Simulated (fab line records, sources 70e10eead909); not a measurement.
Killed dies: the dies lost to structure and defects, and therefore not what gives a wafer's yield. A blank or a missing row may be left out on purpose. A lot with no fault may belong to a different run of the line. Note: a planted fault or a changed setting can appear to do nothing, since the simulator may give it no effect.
Which tool is to blame? ; flow nand harc ; 17 wafers from 6 lots sampled at 3 of the route's 1302 steps

== WHAT THE GAUGES READ, wafer by wafer ==
NHARC_P_GATE_CD_MEAS_26: target cd 120 nm.
lot;measured;on;cd nm (nm)
L526;day 5 08:42;cd sem-03;119.8 119.5 118.8
L531;day 7 13:22;cd sem-02;119.8 119.9 119.7
L536;day 9 17:57;cd sem-01;119.8 124.7
L540;day 11 03:58;cd sem-01;119.7 119.9 119.7
L544;day 13 01:11;cd sem-01;119.6 119.6 120.0
L546;day 13 16:05;cd sem-01;120.0 119.5 120.0

== TOOL THAT RAN EACH LOT (tool first, then ch and the chambers of the sampled wafers, then the start) ==
lot;NHARC_P_STI_CMP_21;NHARC_P_GATE_PEB_24
L526;cmp-04 ch 0,1, day 3 23:29;litho track-04 ch 0, day 5 08:37
L531;cmp-03 ch 1,2,3, day 6 01:36;litho track-06 ch 0, day 7 13:17
L536;cmp-04 ch 0,3, day 8 06:56;litho track-01 ch 0, day 9 17:52
L540;cmp-03 ch 1,2,3, day 9 20:35;litho track-04 ch 0, day 11 03:53
L544;cmp-03 ch 2,3, day 11 15:32;litho track-06 ch 0, day 13 01:06
L546;cmp-03 ch 1,2, day 12 07:17;litho track-04 ch 0, day 13 16:01
- NHARC_P_STI_CMP_21: polishes, t overpolish 20 s, target thk 380.67 nm.
- NHARC_P_GATE_PEB_24: peb time 65 s.

== THE ANSWER, worked out from the rows above alone ==
Rule: the usual values come from the lots themselves. The widest of any qualifying gaps counts: lots, ordered by their means at a reading, are off when they make up no more than a third of the lots, leave a main group of 4 or more, and stand apart from it by 3 or more times the standard deviation of that group's means. A main group whose means are all the same, to the digits that the tables above print for the reading, isn't used. Also off: a lot with no number at a reading for which 4 or more lots have one. The other lots that the step has rows for count as sound.
Off: L536 (NHARC_P_GATE_CD_MEAS_26, cd nm). Main group: mean 119.7 nm, sd 0.17.
If a tool, at a process step before that reading, ran all the lots that are off and no sound lot after the first of them, it fits. The gauges at NHARC_P_GATE_CD_MEAS_26 are tried like those tools. This does not decide it: 2 tools fit, namely cmp-04 at NHARC_P_STI_CMP_21 and litho track-01 at NHARC_P_GATE_PEB_24.

== WHAT THE SIMULATOR PUT IN ==
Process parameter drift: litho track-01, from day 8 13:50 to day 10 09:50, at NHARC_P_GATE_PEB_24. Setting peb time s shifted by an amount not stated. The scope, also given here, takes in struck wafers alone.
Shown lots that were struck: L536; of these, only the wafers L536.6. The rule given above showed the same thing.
